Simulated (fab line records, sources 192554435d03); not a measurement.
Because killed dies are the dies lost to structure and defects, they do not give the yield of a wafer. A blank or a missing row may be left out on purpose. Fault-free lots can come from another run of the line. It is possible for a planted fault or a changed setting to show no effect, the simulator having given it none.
Matching of chambers || flow n5 finfet || N5_BEOL_M3_ETCH_74 on rie diel-06: 4 sister chambers
The step etches underlayer in N2/H2, target depth 6.5 nm, time 5.2 s. 4 wafers are shown with their chamber, then 8 later ones without.

## WAFERS PAIRED WITH THEIR CHAMBERS
{"wafer": "L086.1", "chamber": 0, "drypump motor current A (A)": 5.79}
{"wafer": "L090.5", "chamber": 1, "drypump motor current A (A)": 5.31}
{"wafer": "L090.6", "chamber": 2, "drypump motor current A (A)": 5.44}
{"wafer": "L093.1", "chamber": 3, "drypump motor current A (A)": 5.91}

## WAFERS MISSING THEIR CHAMBER
{"wafer": "L093.4", "drypump motor current A (A)": 5.41}
{"wafer": "L093.6", "drypump motor current A (A)": 5.41}
{"wafer": "L097.1", "drypump motor current A (A)": 5.44}
{"wafer": "L097.2", "drypump motor current A (A)": 5.79}
{"wafer": "L097.3", "drypump motor current A (A)": 5.91}
{"wafer": "L095.3", "drypump motor current A (A)": 5.93}
{"wafer": "L095.5", "drypump motor current A (A)": 5.78}
{"wafer": "L095.6", "drypump motor current A (A)": 5.40}

## EACH ONE'S CHAMBER
{"wafer": "L093.4", "from the rows above": 2, "in truth": 2}
{"wafer": "L093.6", "from the rows above": 2, "in truth": 2}
{"wafer": "L097.1", "from the rows above": 2, "in truth": 2}
{"wafer": "L097.2", "from the rows above": 0, "in truth": 0}
{"wafer": "L097.3", "from the rows above": 3, "in truth": 3}
{"wafer": "L095.3", "from the rows above": 3, "in truth": 3}
{"wafer": "L095.5", "from the rows above": 0, "in truth": 0}
{"wafer": "L095.6", "from the rows above": 2, "in truth": 2}
Correct placement for 8 of the 8. Number that these rows cannot place: 0. Placed wrongly: 0.
How it was worked out, from the rows above alone: a wafer's distance from a chamber is the root of the sum, over the readings, of the square of ((its reading less the chamber's mean) divided by the reading's scatter). If the next closest chamber is less than 2 further off than the closest, the wafer can't be placed; otherwise it belongs to the closest. A chamber's mean is the mean of its shown wafers. The scatter: root of mean squared gap, hidden wafer to nearest shown wafer, with one shown wafer a chamber.
